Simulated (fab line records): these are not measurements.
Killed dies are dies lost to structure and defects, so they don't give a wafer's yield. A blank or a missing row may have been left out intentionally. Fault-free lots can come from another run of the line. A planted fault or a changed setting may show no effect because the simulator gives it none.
Matching of chambers / flow nand-harc / NHARC_A_CHANNEL_FILL_D1_ALD_02 on ald-hk-01: 4 sister chambers
The step deposits SiO2, target thk 6 nm, pulse time 10 s, ald cycles 60. 8 wafers are shown with their chamber, then 7 later ones without.

## WAFERS, EACH WITH ITS CHAMBER
wafer=L551.6; chamber=3; heater-power-w (W)=590; precursor-pulse-height-rel=0.984
wafer=L557.2; chamber=3; heater-power-w (W)=602; precursor-pulse-height-rel=0.987
wafer=L557.3; chamber=0; heater-power-w (W)=461; precursor-pulse-height-rel=0.996
wafer=L558.2; chamber=0; heater-power-w (W)=474; precursor-pulse-height-rel=0.972
wafer=L558.5; chamber=2; heater-power-w (W)=437; precursor-pulse-height-rel=1.016
wafer=L558.6; chamber=1; heater-power-w (W)=559; precursor-pulse-height-rel=1.018
wafer=L560.1; chamber=1; heater-power-w (W)=556; precursor-pulse-height-rel=1.030
wafer=L560.2; chamber=2; heater-power-w (W)=454; precursor-pulse-height-rel=1.005

## WAFERS MISSING THEIR CHAMBER
wafer=L560.4; heater-power-w (W)=468; precursor-pulse-height-rel=1.011
wafer=L561.2; heater-power-w (W)=594; precursor-pulse-height-rel=0.996
wafer=L561.4; heater-power-w (W)=464; precursor-pulse-height-rel=0.996
wafer=L561.5; heater-power-w (W)=599; precursor-pulse-height-rel=0.992
wafer=L563.3; heater-power-w (W)=599; precursor-pulse-height-rel=1.005
wafer=L563.5; heater-power-w (W)=555; precursor-pulse-height-rel=1.001
wafer=L563.6; heater-power-w (W)=471; precursor-pulse-height-rel=1.013

## THE CHAMBER EACH PASSED THROUGH
wafer=L560.4; from the rows above=can't be placed: 2 or 0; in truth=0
wafer=L561.2; from the rows above=3; in truth=3
wafer=L561.4; from the rows above=can't be placed: 0 or 2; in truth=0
wafer=L561.5; from the rows above=3; in truth=3
wafer=L563.3; from the rows above=3; in truth=3
wafer=L563.5; from the rows above=1; in truth=1
wafer=L563.6; from the rows above=can't be placed: 0 or 2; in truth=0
4 of 7 placed correctly. Not placeable from these rows: 3 (in 3, the candidates include the true chamber). Wrongly placed: 0.
How it was worked out, from the rows above alone: a wafer's distance from a chamber is the root of the sum, over the readings, of the square of ((its reading less the chamber's mean) divided by the reading's scatter). The wafer belongs to the nearest chamber; if the next one is less than 2 further off, it can't be placed. For every chamber, the mean is computed from those of its wafers that are shown. The scatter is the square root of a quotient: the sum, over the shown wafers, of each reading's squared deviation from its chamber's mean, divided by wafers minus chambers.
